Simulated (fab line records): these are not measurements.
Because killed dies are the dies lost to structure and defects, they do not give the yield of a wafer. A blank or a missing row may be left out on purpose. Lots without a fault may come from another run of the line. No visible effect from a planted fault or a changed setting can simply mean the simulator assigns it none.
8D (eight disciplines) problem report, filled in by code ; flow n5Finfet ; the parts of the form that need people (team, actions taken, sign-off) are left out

== 1. PROBLEM STATEMENT ==
Wafers without a fault read 14, standard deviation 6; rawDefectCount at N5_STI_FIN_REVEAL_INSPECT_13 reads a mean of 793 on 6 wafers belonging to 2 lots. That is +99 or more standard deviations from the usual mean.
The step: inspects for defects (darkfield).
Seen first at day 4 19:50 on defectInspect-02, wafer L841.1. The record has a number at this step for 27 wafers belonging to 9 lots. The rule behind "out" and "out of limits": a value lying over 4 standard deviations away from the usual mean. All remaining wafers that have a number are taken as sound.

== 2. WHAT IT IS, WHAT IT ISN'T ==
question;is;is not
which readings at this step;rawDefectCount;-
which lots;L841, L842;L832, L837, L838, L839, L853, L854, L855
which wafers of those lots;all that have a number;-
read on which gauges;defectInspect-01, defectInspect-02;-
when;from day 4 19:50;"up to then (12 sound wafers); but 9 sound wafers of L853, L854, L855 came after"

== 3. SUSPECTS, AND WHAT RULES EACH OUT ==
Counting: any tool at a process step up to the reading is kept as a suspect provided that every lot that is out went through it and no sound lot did after the first of them.
- ruled out: the gauge at N5_STI_FIN_REVEAL_INSPECT_13. The wafers that are out were read on 2 gauges (defectInspect-01, defectInspect-02).
- vaporEtch-02 at N5_STI_FIN_REVEAL_RECESS_09 (chemistry HF/NH3, target SiO2, afs cycles 11, target depth 42.5 nm, sublimation time 60 s): ruled out as a lasting fault. Following L841 (day 4 16:40), the first lot on it that is out, the sound lots L853, L854, L855 were run on it.
- wetBench-03 at N5_STI_FIN_REVEAL_PRECLEAN_18 (cleans in SC2, time 45 s): ruled out as a lasting fault. Following L841 (day 4 19:47), the first lot on it that is out, the sound lots L855 were run on it.
Left after counting: nothing in the record.

== 4. THE CAUSE (what the simulator had put in) ==
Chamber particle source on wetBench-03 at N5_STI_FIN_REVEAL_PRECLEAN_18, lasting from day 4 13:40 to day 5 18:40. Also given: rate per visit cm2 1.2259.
The count ruled it out by mistake, since the rule takes a fault to strike every lot its tool runs from the start of the fault on, and this one did not do so.

== 5. THE CHAIN OF EFFECTS, in route order ==
Each row: a reading where the mean over the struck wafers with a number is more than 3 standard deviations away from the usual. Scope: only readings with a usual standard deviation given in the record; hours: median across lots of the time from each lot's start at the first step in this table that gives one to its start at this step; sigmas: change in usual standard deviations.
hours;step;reading;usual;on struck wafers;change;sigmas
0;N5_STI_FIN_REVEAL_INSPECT_13;rawDefectCount;14;793;+779;+99 or more
239;N5_PASSIVATION_PROBE_49;defectLimitedYield;91.0 %;81.8;-9.2;-6.1
239;N5_PASSIVATION_PROBE_49;killedAtFrontEnd;42;150;+108;+9.0
239;N5_PASSIVATION_PROBE_49;killedDies;106;214;+108;+6.0
239;N5_PASSIVATION_PROBE_49;killedOnRim;13;30;+17;+3.8
239;N5_PASSIVATION_PROBE_49;sort_bin_5_function;5.3 %;11.1;+5.8;+5.8
239;N5_PASSIVATION_PROBE_49;sortNPass;1074;966;-108;-6.0
239;N5_PASSIVATION_PROBE_49;sortYieldPct;91.0 %;81.8;-9.2;-6.1
Its process steps:
- N5_PASSIVATION_PROBE_49
Later measuring or inspecting steps at which every struck wafer that the step has a row for has a number for every such reading, and none has moved that far: N5_BEOL_M4_RC_MEAS_101.

== 6. HOW IT WOULD HAVE BEEN CAUGHT EARLIER ==
The first out-of-limits reading at a measuring or inspecting step in this record came at day 4 19:50, 6 hours after the fault's start at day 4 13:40.
Of the tool readings at N5_STI_FIN_REVEAL_PRECLEAN_18 for which the record gives a usual standard deviation, none was out on any struck wafer, so an alarm limit of 4 standard deviations on them would not have fired.
